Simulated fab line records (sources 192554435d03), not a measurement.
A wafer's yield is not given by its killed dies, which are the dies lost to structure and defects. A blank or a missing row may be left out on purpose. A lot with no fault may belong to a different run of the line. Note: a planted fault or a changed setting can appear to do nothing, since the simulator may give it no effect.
Which tool is to blame? :: flow n5Finfet :: Sampling: 6 lots, 17 wafers, 4 of 1938 route steps

== WHAT EACH GAUGE READ, for each wafer ==
N5_PMOS_HMC_CHANNEL_EPI_CD_MEAS_09 targets a cd of 237.4 nm.
lot: L886
measured: day 1 23:29
on: cdSem-02
cdNm (nm): 238.0 239.2 238.5

lot: L894
measured: day 3 23:37
on: cdSem-01
cdNm (nm): 238.1 238.1 237.1

lot: L900
measured: day 5 11:02
on: cdSem-01
cdNm (nm): 237.4 237.0 237.7

lot: L903
measured: day 6 07:16
on: cdSem-03
cdNm (nm): 238.1 239.5

lot: L905
measured: day 6 17:13
on: cdSem-02
cdNm (nm): 238.9 237.7 237.7

lot: L908
measured: day 7 11:14
on: cdSem-02
cdNm (nm): 237.5 236.3 236.7

== WHICH TOOL RAN EACH LOT (tool, then ch and the chambers of the sampled wafers, then the start) ==
lot: L886
N5_ZERO_LAYER_ETCH_17: rieDiel-05 ch 0,2, day 1 19:16
N5_ZERO_LAYER_STRIP_24: plasmaAsher-01 ch 0,1, day 1 19:29
N5_WELL_APT_EPI_41: epiRpcvd-01 ch 0, day 1 22:37

lot: L894
N5_ZERO_LAYER_ETCH_17: rieDiel-05 ch 1,2, day 3 18:50
N5_ZERO_LAYER_STRIP_24: plasmaAsher-02 ch 0,1, day 3 19:02
N5_WELL_APT_EPI_41: epiRpcvd-02 ch 0, day 3 22:44

lot: L900
N5_ZERO_LAYER_ETCH_17: rieDiel-06 ch 0,1,2, day 5 06:44
N5_ZERO_LAYER_STRIP_24: plasmaAsher-01 ch 0, day 5 06:55
N5_WELL_APT_EPI_41: epiRpcvd-03 ch 0, day 5 10:11

lot: L903
N5_ZERO_LAYER_ETCH_17: rieDiel-06 ch 0,2, day 6 00:43
N5_ZERO_LAYER_STRIP_24: plasmaAsher-01 ch 0,1, day 6 00:53
N5_WELL_APT_EPI_41: epiRpcvd-02 ch 0, day 6 05:59

lot: L905
N5_ZERO_LAYER_ETCH_17: rieDiel-06 ch 0,1, day 6 12:43
N5_ZERO_LAYER_STRIP_24: plasmaAsher-01 ch 0,1, day 6 12:55
N5_WELL_APT_EPI_41: epiRpcvd-02 ch 0, day 6 16:26

lot: L908
N5_ZERO_LAYER_ETCH_17: rieDiel-05 ch 0,1, day 7 06:44
N5_ZERO_LAYER_STRIP_24: plasmaAsher-01 ch 0,1, day 7 06:56
N5_WELL_APT_EPI_41: epiRpcvd-02 ch 0, day 7 10:14
- N5_ZERO_LAYER_ETCH_17: etches SiO2 in CF4, target depth 12 nm, time 13.3 s.
- N5_ZERO_LAYER_STRIP_24: strips in O2.
- N5_WELL_APT_EPI_41: deposits Si from SiH4/H2, target thk 50 nm, time 297.7 s.

== THE ANSWER, worked out from the rows above alone ==
Rule: the lots themselves supply what counts as usual. The widest of any qualifying gaps counts: lots, ordered by their means at a reading, are off when they make up no more than a third of the lots, leave a main group of 4 or more, and stand apart from it by 3 or more times the standard deviation of that group's means. Not used: any main group whose means are identical at the precision the tables above print for the reading. A lot without any number at a reading at which 4 lots or more have one is off too. The other lots that the step has rows for count as sound.
None of the lots is off at any reading shown; this tells nothing.

== WHAT THE SIMULATOR HAD PUT IN ==
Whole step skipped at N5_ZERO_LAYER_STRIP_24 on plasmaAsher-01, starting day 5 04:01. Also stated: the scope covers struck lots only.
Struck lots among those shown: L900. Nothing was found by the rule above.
